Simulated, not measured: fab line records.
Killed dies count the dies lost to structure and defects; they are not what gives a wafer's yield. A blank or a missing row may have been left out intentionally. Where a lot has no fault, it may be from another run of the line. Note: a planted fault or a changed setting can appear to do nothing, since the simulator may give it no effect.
A single fault, viewed from 2 desks	flow n5_finfet	every desk sees just its own numbers, and what lay behind them comes last

METROLOGY DESK
What the gauges read, lot by lot, whatever tool the lot ran on: means of the sampled wafers that have a number. Marked OUT: a lot whose mean sits more than 4 standard deviations from the usual mean, which makes it out of limits; the brackets give that distance. It has 10 readings; the 7 that lie furthest out on some lot are the ones shown.
Columns: A = DIBL_N at N5_BEOL_M4_RC_MEAS_101, usual 36.0 mV/V; B = DIBL_P at N5_BEOL_M4_RC_MEAS_101, usual 36.2 mV/V; C = IOFF_N at N5_BEOL_M4_RC_MEAS_101, usual 0.155 nA/um; D = ION_N at N5_BEOL_M4_RC_MEAS_101, usual 674 uA/um; E = SS_P at N5_BEOL_M4_RC_MEAS_101, usual 73.4 mV/dec; F = VT_N at N5_BEOL_M4_RC_MEAS_101, usual 250.0 mV; G = VT_P at N5_BEOL_M4_RC_MEAS_101, usual -251 mV
lot	first seen here	A	B	C	D	E	F	G
L819	day 12 16:56	38.0	39.5	0.204	692	74.3	246.0	-248
L821	day 13 07:44	34.9	35.7	0.161	676	73.4	247.7	-248
L822	day 14 02:55	36.2	37.2	0.175	678	73.5	247.2	-246
L826	day 14 10:22	35.0	37.6	0.146	680	73.4	250.7	-251
L829	day 16 09:44	36.5	37.8	0.176	682	73.6	246.6	-250
Finding of this desk: none of the 5 lots has anything out of limits.

DESK OF THE TOOL OWNER: ald_sin-01
The tool's own readings at N5_BEOL_M0_SAQP_ALD_48 (deposits SiO2, target thk 20 nm, pulse time 1 s, co reactant pulse time 1 s): means of the sampled wafers that have a number, for each lot that ran on this tool. Marked OUT: a lot whose mean sits more than 4 standard deviations from the usual mean, which makes it out of limits; the brackets give that distance.
Columns: A = heater_power_w at N5_BEOL_M0_SAQP_ALD_48, usual 75 W; B = precursor_pulse_height_rel at N5_BEOL_M0_SAQP_ALD_48, usual 1.001
lot	first seen here	A	B
L819	day 8 21:05	76	1.001
L821	day 9 07:34	76	0.993
L822	day 9 11:11	80	1.007
Finding of this desk: none of the 3 lots has anything out of limits.

TAKEN TOGETHER
Nothing out of limits was seen by the metrology desk.
The tool owner's desk saw nothing out of limits.

WHAT THE SIMULATOR HAD INSERTED
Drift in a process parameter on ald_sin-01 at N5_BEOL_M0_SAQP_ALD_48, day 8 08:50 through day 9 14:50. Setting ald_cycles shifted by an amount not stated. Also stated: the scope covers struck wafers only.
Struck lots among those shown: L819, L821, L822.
